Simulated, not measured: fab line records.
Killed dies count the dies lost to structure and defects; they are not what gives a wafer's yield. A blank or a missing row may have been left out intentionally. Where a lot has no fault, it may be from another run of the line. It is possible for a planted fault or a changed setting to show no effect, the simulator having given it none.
Which tool is to blame? || flow nand-harc || 36 wafers from 12 lots sampled at 4 of the route's 1302 steps

== WHAT EACH GAUGE READ, for each wafer ==
NHARC_P_GATE_CD_MEAS_91: the cd target is 2000 nm.
{"lot": "L174", "measured": "day 5 15:37", "on": "cd-sem-03", "cd-nm (nm)": "2000 1999 2001"}
{"lot": "L175", "measured": "day 6 02:29", "on": "cd-sem-01", "cd-nm (nm)": "1998 2002 1999"}
{"lot": "L176", "measured": "day 6 11:43", "on": "cd-sem-01", "cd-nm (nm)": "2002 1997 1999"}
{"lot": "L177", "measured": "day 7 03:43", "on": "cd-sem-03", "cd-nm (nm)": "1998 1996 1999"}
{"lot": "L181", "measured": "day 8 17:20", "on": "cd-sem-01", "cd-nm (nm)": "2024 2022 2021"}
{"lot": "L191", "measured": "day 13 00:00", "on": "cd-sem-02", "cd-nm (nm)": "2002 2003 2001"}
{"lot": "L190", "measured": "day 13 00:44", "on": "cd-sem-03", "cd-nm (nm)": "1996 2002 1993"}
{"lot": "L192", "measured": "day 13 13:53", "on": "cd-sem-03", "cd-nm (nm)": "1995 1999 2002"}
{"lot": "L193", "measured": "day 13 12:56", "on": "cd-sem-03", "cd-nm (nm)": "2004 2005 2001"}
{"lot": "L195", "measured": "day 14 16:46", "on": "cd-sem-02", "cd-nm (nm)": "2002 2004 2004"}
{"lot": "L197", "measured": "day 14 22:53", "on": "cd-sem-02", "cd-nm (nm)": "1996 2002 2001"}
{"lot": "L196", "measured": "day 14 22:01", "on": "cd-sem-02", "cd-nm (nm)": "2003 1998 1996"}

== WHAT TOOL EACH LOT RAN ON (gives the tool, then ch and the chambers of the sampled wafers, and finally the start) ==
{"lot": "L174", "NHARC_P_GATE_DESCUM_13": "rie-diel-07 ch 0,2,3, day 4 09:45", "NHARC_P_GATE_HM_OPEN_105": "rie-diel-01 ch 1,3, day 5 15:28 or earlier", "NHARC_P_GATE_EXPOSE_88": "krf-scanner-02 ch 0, day 5 15:28"}
{"lot": "L175", "NHARC_P_GATE_DESCUM_13": "rie-diel-13 ch 1,2, day 4 21:01", "NHARC_P_GATE_HM_OPEN_105": "rie-diel-13 ch 0,2,3, day 6 02:19 or earlier", "NHARC_P_GATE_EXPOSE_88": "krf-scanner-02 ch 0, day 6 02:19"}
{"lot": "L176", "NHARC_P_GATE_DESCUM_13": "rie-diel-07 ch 0,3, day 5 06:01", "NHARC_P_GATE_HM_OPEN_105": "rie-diel-07 ch 0,2, day 6 11:34 or earlier", "NHARC_P_GATE_EXPOSE_88": "krf-scanner-04 ch 0, day 6 11:34"}
{"lot": "L177", "NHARC_P_GATE_DESCUM_13": "rie-diel-07 ch 1,2,3, day 5 19:14", "NHARC_P_GATE_HM_OPEN_105": "rie-diel-07 ch 1,3, day 7 03:34 or earlier", "NHARC_P_GATE_EXPOSE_88": "krf-scanner-04 ch 0, day 7 03:34"}
{"lot": "L181", "NHARC_P_GATE_DESCUM_13": "rie-diel-13 ch 1,2,3, day 7 12:05", "NHARC_P_GATE_HM_OPEN_105": "rie-diel-01 ch 0,3, day 8 17:11 or earlier", "NHARC_P_GATE_EXPOSE_88": "krf-scanner-02 ch 0, day 8 17:11"}
{"lot": "L191", "NHARC_P_GATE_DESCUM_13": "rie-diel-01 ch 0,2,3, day 11 19:02", "NHARC_P_GATE_HM_OPEN_105": "rie-diel-01 ch 0,2,3, day 12 23:50 or earlier", "NHARC_P_GATE_EXPOSE_88": "krf-scanner-03 ch 0, day 12 23:50"}
{"lot": "L190", "NHARC_P_GATE_DESCUM_13": "rie-diel-01 ch 1,2, day 11 19:13", "NHARC_P_GATE_HM_OPEN_105": "rie-diel-13 ch 0,2, day 13 00:35 or earlier", "NHARC_P_GATE_EXPOSE_88": "krf-scanner-04 ch 0, day 13 00:35"}
{"lot": "L192", "NHARC_P_GATE_DESCUM_13": "rie-diel-07 ch 2,3, day 12 07:32", "NHARC_P_GATE_HM_OPEN_105": "rie-diel-01 ch 0,2,3, day 13 13:44 or earlier", "NHARC_P_GATE_EXPOSE_88": "krf-scanner-03 ch 0, day 13 13:44"}
{"lot": "L193", "NHARC_P_GATE_DESCUM_13": "rie-diel-13 ch 1,3, day 12 07:43", "NHARC_P_GATE_HM_OPEN_105": "rie-diel-13 ch 0,1, day 13 12:46 or earlier", "NHARC_P_GATE_EXPOSE_88": "krf-scanner-04 ch 0, day 13 12:46"}
{"lot": "L195", "NHARC_P_GATE_DESCUM_13": "rie-diel-01 ch 2,3, day 13 03:32", "NHARC_P_GATE_HM_OPEN_105": "rie-diel-07 ch 0,2,3, day 14 16:37 or earlier", "NHARC_P_GATE_EXPOSE_88": "krf-scanner-04 ch 0, day 14 16:37"}
{"lot": "L197", "NHARC_P_GATE_DESCUM_13": "rie-diel-13 ch 0,1,2, day 13 16:56", "NHARC_P_GATE_HM_OPEN_105": "rie-diel-01 ch 1,2,3, day 14 22:44 or earlier", "NHARC_P_GATE_EXPOSE_88": "krf-scanner-04 ch 0, day 14 22:44"}
{"lot": "L196", "NHARC_P_GATE_DESCUM_13": "rie-diel-01 ch 0,1,2, day 13 17:05", "NHARC_P_GATE_HM_OPEN_105": "rie-diel-01 ch 1,2,3, day 14 21:51 or earlier", "NHARC_P_GATE_EXPOSE_88": "krf-scanner-04 ch 0, day 14 21:51"}
- NHARC_P_GATE_DESCUM_13: chemistry O2, time 3 s.
- NHARC_P_GATE_HM_OPEN_105: chemistry O2/COS, target depth 360 nm.
- NHARC_P_GATE_EXPOSE_88: exposes mask P HVN, target cd 2000 nm.

== WHAT THE TOOLS THEMSELVES READ (means of the sampled wafers that have a number; where no wafer has one, the mark that the record gives instead) ==
NHARC_P_GATE_DESCUM_13.
{"lot": "L174", "tool": "rie-diel-07", "drypump-motor-current-A (A)": 5.9, "oes-product-au (a.u.)": 0.990, "rf-vpp-V (V)": 57.7, "showerhead-plenum-p-Torr (Torr)": 1.84, "throttle-valve-pct (%)": 11.318}
{"lot": "L175", "tool": "rie-diel-13", "drypump-motor-current-A (A)": 6.0, "oes-product-au (a.u.)": 1.012, "rf-vpp-V (V)": 59.4, "showerhead-plenum-p-Torr (Torr)": 2.02, "throttle-valve-pct (%)": 11.312}
{"lot": "L176", "tool": "rie-diel-07", "drypump-motor-current-A (A)": 6.2, "oes-product-au (a.u.)": 0.983, "rf-vpp-V (V)": 57.9, "showerhead-plenum-p-Torr (Torr)": 1.86, "throttle-valve-pct (%)": 11.298}
{"lot": "L177", "tool": "rie-diel-07", "drypump-motor-current-A (A)": 5.4, "oes-product-au (a.u.)": 0.991, "rf-vpp-V (V)": 57.6, "showerhead-plenum-p-Torr (Torr)": 1.89, "throttle-valve-pct (%)": 11.309}
{"lot": "L181", "tool": "rie-diel-13", "drypump-motor-current-A (A)": 5.9, "oes-product-au (a.u.)": 1.008, "rf-vpp-V (V)": 58.6, "showerhead-plenum-p-Torr (Torr)": 1.97, "throttle-valve-pct (%)": 11.306}
{"lot": "L191", "tool": "rie-diel-01", "drypump-motor-current-A (A)": 6.0, "oes-product-au (a.u.)": 1.005, "rf-vpp-V (V)": 57.9, "showerhead-plenum-p-Torr (Torr)": 1.89, "throttle-valve-pct (%)": 11.301}
{"lot": "L190", "tool": "rie-diel-01", "drypump-motor-current-A (A)": 5.4, "oes-product-au (a.u.)": 1.009, "rf-vpp-V (V)": 57.9, "showerhead-plenum-p-Torr (Torr)": 1.99, "throttle-valve-pct (%)": 11.312}
{"lot": "L192", "tool": "rie-diel-07", "drypump-motor-current-A (A)": 5.7, "oes-product-au (a.u.)": 0.995, "rf-vpp-V (V)": 58.1, "showerhead-plenum-p-Torr (Torr)": 1.81, "throttle-valve-pct (%)": 11.310}
{"lot": "L193", "tool": "rie-diel-13", "drypump-motor-current-A (A)": 5.4, "oes-product-au (a.u.)": 1.021, "rf-vpp-V (V)": 58.4, "showerhead-plenum-p-Torr (Torr)": 1.97, "throttle-valve-pct (%)": 11.299}
{"lot": "L195", "tool": "rie-diel-01", "drypump-motor-current-A (A)": 5.9, "oes-product-au (a.u.)": 1.006, "rf-vpp-V (V)": 57.8, "showerhead-plenum-p-Torr (Torr)": 1.82, "throttle-valve-pct (%)": 11.300}
{"lot": "L197", "tool": "rie-diel-13", "drypump-motor-current-A (A)": 5.7, "oes-product-au (a.u.)": 1.016, "rf-vpp-V (V)": 57.8, "showerhead-plenum-p-Torr (Torr)": 1.98, "throttle-valve-pct (%)": 11.310}
{"lot": "L196", "tool": "rie-diel-01", "drypump-motor-current-A (A)": 5.8, "oes-product-au (a.u.)": 1.001, "rf-vpp-V (V)": 58.1, "showerhead-plenum-p-Torr (Torr)": 1.98, "throttle-valve-pct (%)": 11.304}

NHARC_P_GATE_HM_OPEN_105.
{"lot": "L174", "tool": "rie-diel-01", "cos-flow-sccm (sccm)": 20.05, "drypump-motor-current-A (A)": 5.7, "oes-product-au (a.u.)": 1.032, "rf-vpp-V (V)": 465, "showerhead-plenum-p-Torr (Torr)": 3.08, "throttle-valve-pct (%)": 28.334}
{"lot": "L175", "tool": "rie-diel-13", "cos-flow-sccm (sccm)": 19.96, "drypump-motor-current-A (A)": 6.2, "oes-product-au (a.u.)": 1.016, "rf-vpp-V (V)": 468, "showerhead-plenum-p-Torr (Torr)": 3.14, "throttle-valve-pct (%)": 28.331}
{"lot": "L176", "tool": "rie-diel-07", "cos-flow-sccm (sccm)": 20.01, "drypump-motor-current-A (A)": 6.2, "oes-product-au (a.u.)": 0.992, "rf-vpp-V (V)": 464, "showerhead-plenum-p-Torr (Torr)": 3.01, "throttle-valve-pct (%)": 28.331}
{"lot": "L177", "tool": "rie-diel-07", "cos-flow-sccm (sccm)": 20.05, "drypump-motor-current-A (A)": 5.5, "oes-product-au (a.u.)": 0.988, "rf-vpp-V (V)": 467, "showerhead-plenum-p-Torr (Torr)": 3.13, "throttle-valve-pct (%)": 28.333}
{"lot": "L181", "tool": "rie-diel-01", "cos-flow-sccm (sccm)": 19.95, "drypump-motor-current-A (A)": 6.0, "oes-product-au (a.u.)": 1.022, "rf-vpp-V (V)": 466, "showerhead-plenum-p-Torr (Torr)": 3.06, "throttle-valve-pct (%)": 28.333}
{"lot": "L191", "tool": "rie-diel-01", "cos-flow-sccm (sccm)": 20.09, "drypump-motor-current-A (A)": 6.0, "oes-product-au (a.u.)": 1.009, "rf-vpp-V (V)": 466, "showerhead-plenum-p-Torr (Torr)": 3.09, "throttle-valve-pct (%)": 28.339}
{"lot": "L190", "tool": "rie-diel-13", "cos-flow-sccm (sccm)": 20.02, "drypump-motor-current-A (A)": 6.3, "oes-product-au (a.u.)": 1.016, "rf-vpp-V (V)": 469, "showerhead-plenum-p-Torr (Torr)": 3.22, "throttle-valve-pct (%)": 28.335}
{"lot": "L192", "tool": "rie-diel-01", "cos-flow-sccm (sccm)": 20.06, "drypump-motor-current-A (A)": 6.0, "oes-product-au (a.u.)": 0.999, "rf-vpp-V (V)": 468, "showerhead-plenum-p-Torr (Torr)": 3.09, "throttle-valve-pct (%)": 28.323}
{"lot": "L193", "tool": "rie-diel-13", "cos-flow-sccm (sccm)": 19.95, "drypump-motor-current-A (A)": 5.2, "oes-product-au (a.u.)": 1.013, "rf-vpp-V (V)": 470, "showerhead-plenum-p-Torr (Torr)": 3.24, "throttle-valve-pct (%)": 28.328}
{"lot": "L195", "tool": "rie-diel-07", "cos-flow-sccm (sccm)": 20.04, "drypump-motor-current-A (A)": 5.9, "oes-product-au (a.u.)": 0.992, "rf-vpp-V (V)": 464, "showerhead-plenum-p-Torr (Torr)": 3.01, "throttle-valve-pct (%)": 28.330}
{"lot": "L197", "tool": "rie-diel-01", "cos-flow-sccm (sccm)": 20.00, "drypump-motor-current-A (A)": 5.7, "oes-product-au (a.u.)": 1.005, "rf-vpp-V (V)": 466, "showerhead-plenum-p-Torr (Torr)": 3.11, "throttle-valve-pct (%)": 28.323}
{"lot": "L196", "tool": "rie-diel-01", "cos-flow-sccm (sccm)": 20.03, "drypump-motor-current-A (A)": 5.7, "oes-product-au (a.u.)": 1.007, "rf-vpp-V (V)": 468, "showerhead-plenum-p-Torr (Torr)": 3.11, "throttle-valve-pct (%)": 28.326}

== THE ANSWER, worked out from the rows above alone ==
Rule: usual is defined by the lots themselves. Put in order of their means at a reading, lots are off if they are a third of the lots or fewer, leave a main group of 4 or more, and stand apart from it by a gap of 3 or more times the standard deviation of the main group's means; of several such gaps the widest counts. If all means in a main group match to the digits the tables above print for the reading, that group is not used. Also off: a lot with no number at a reading for which 4 or more lots have one. All remaining lots with rows at the step are treated as sound. First the gauges in route order, then the tools' own readings, where a lot's mean is used as printed above. At the first step where some lot is off, the reading lying furthest off is the one used; lots without a number count as furthest.
Off, at NHARC_P_GATE_CD_MEAS_91 on cd-nm: L181. For the main group the mean is 2000 nm and the standard deviation 2.
A tool fits if, at a process step before that reading, it ran every lot that is off, and no sound lot after the first of them. The gauges at NHARC_P_GATE_CD_MEAS_91 are tried like those tools. NHARC_P_GATE_HM_OPEN_105: start missing for some lots; hours and lot order therefore follow NHARC_P_GATE_EXPOSE_88. Undecided on this evidence; 2 tools fit (krf-scanner-02 at NHARC_P_GATE_EXPOSE_88, cd-sem-01 at NHARC_P_GATE_CD_MEAS_91).

== WHAT THE SIMULATOR HAD PUT IN ==
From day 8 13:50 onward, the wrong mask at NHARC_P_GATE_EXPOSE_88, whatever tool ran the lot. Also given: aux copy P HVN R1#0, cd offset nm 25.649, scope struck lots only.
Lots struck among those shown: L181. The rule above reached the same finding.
